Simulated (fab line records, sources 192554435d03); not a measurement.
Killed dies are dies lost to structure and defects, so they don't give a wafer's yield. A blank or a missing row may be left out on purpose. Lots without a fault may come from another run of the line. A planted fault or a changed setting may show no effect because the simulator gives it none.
Split-lot experiment | flow n5_finfet | 7 lots, 21 wafers read, on a route of 1938 steps

THE SPLIT
At N5_BEOL_M0_SAQP_PEB_12 (peb time 60 s), the setting peb_time_s was moved away from the recipe's 60 s on 11 of the 21 wafers read, by -10.2% to +16.6%. The other wafers ran this setting at the recipe's value.

FROM THE SPLIT TO THE READING: what the file shows between them, 1 step
- N5_BEOL_M0_SAQP_DEVELOP_13: develop time 30 s

THE READING
cd_nm, in nm, at N5_BEOL_M0_SAQP_CD_MEAS_14 (target cd 42.5 nm). Fault-free wafers of this fab line usually give 42.5 nm, standard deviation 0.35 nm.

wafer  | tool, chamber at the split | peb_time_s as run, s | against the recipe | cd_nm, nm | against lot-mates on the recipe
L077.1 | litho_track-03, 0          | 60                   | recipe             | 42.4      | -
L077.5 | litho_track-03, 0          | 60                   | recipe             | 43.0      | -
L077.6 | litho_track-03, 0          | 55.21                | -8.0%              | 43.8      | +1.1
L079.1 | litho_track-01, 0          | 60                   | recipe             | 42.1      | -
L079.3 | litho_track-01, 0          | 60                   | recipe             | 42.4      | -
L079.4 | litho_track-01, 0          | 60                   | recipe             | 42.1      | -
L082.1 | litho_track-03, 0          | 69.99                | +16.6%             | 40.3      | -2.4
L082.3 | litho_track-03, 0          | 60                   | recipe             | 42.7      | -
L082.6 | litho_track-03, 0          | 69.99                | +16.6%             | 40.0      | -2.7
L083.1 | litho_track-04, 0          | 53.91                | -10.2%             | 44.5      | +2.2
L083.4 | litho_track-04, 0          | 60                   | recipe             | 42.5      | -
L083.5 | litho_track-04, 0          | 60                   | recipe             | 42.1      | -
L086.1 | litho_track-04, 0          | 55.07                | -8.2%              | 43.7      | +1.3
L086.2 | litho_track-04, 0          | 55.07                | -8.2%              | 44.4      | +2.0
L086.3 | litho_track-04, 0          | 60                   | recipe             | 42.4      | -
L091.1 | litho_track-01, 0          | 65.12                | +8.5%              | 40.7      | no lot-mate on the recipe
L091.2 | litho_track-01, 0          | 65.12                | +8.5%              | 41.2      | no lot-mate on the recipe
L091.5 | litho_track-01, 0          | 65.12                | +8.5%              | 41.5      | no lot-mate on the recipe
L095.3 | litho_track-01, 0          | 55.61                | -7.3%              | 43.7      | +1.1
L095.4 | litho_track-01, 0          | 55.61                | -7.3%              | 43.7      | +1.1
L095.5 | litho_track-01, 0          | 60                   | recipe             | 42.6      | -

THE FIT
A straight line over all 21 wafers: cd_nm changes by -0.159 nm for each +1% of peb_time_s; r = -0.97; the points scatter about the line by 0.31 nm.
The same after taking each lot's own level away (the mean of its wafers on the recipe; 18 wafers): -0.164 nm for each +1%; r = -0.98; scatter 0.27 nm.
On that fit, the largest move of peb_time_s shifts the reading by 2.7 nm.
The lots' own levels span 42.20 to 42.70 nm, that is 1.4 times the standard deviation above.
So the lot-to-lot level changes the slope little: the two slopes agree.
Check: with one of the wafers moved furthest among these (+16.6%) left out of the fit, the line predicts -2.84 nm for it against its lot-mates. It came out at -2.4 nm against them.

OTHER SPLITS ON THESE WAFERS
These wafers also went through other splits before the reading. Each is held against what the fit with the lots' levels taken away leaves over:
other split on the same wafers        | wafers away from the commonest value | r with cd_nm (lot level and that fit taken away)
N5_MOL_CONTACT_COAG_ETCH_105 bias_w   | 4                                    | +0.16
N5_MOL_CONTACT_COAG_ALD_27 ald_cycles | 7                                    | +0.10
N5_MOL_CONTACT_COAG_COAT_75 spin_rpm  | 10                                   | -0.12
N5_BEOL_M0_SAQP_COAT_08 spin_rpm      | 8                                    | -0.41

THE FILE'S OWN FIT
cd_nm changes by -0.167 nm for each +1% of peb_time_s, r = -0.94.
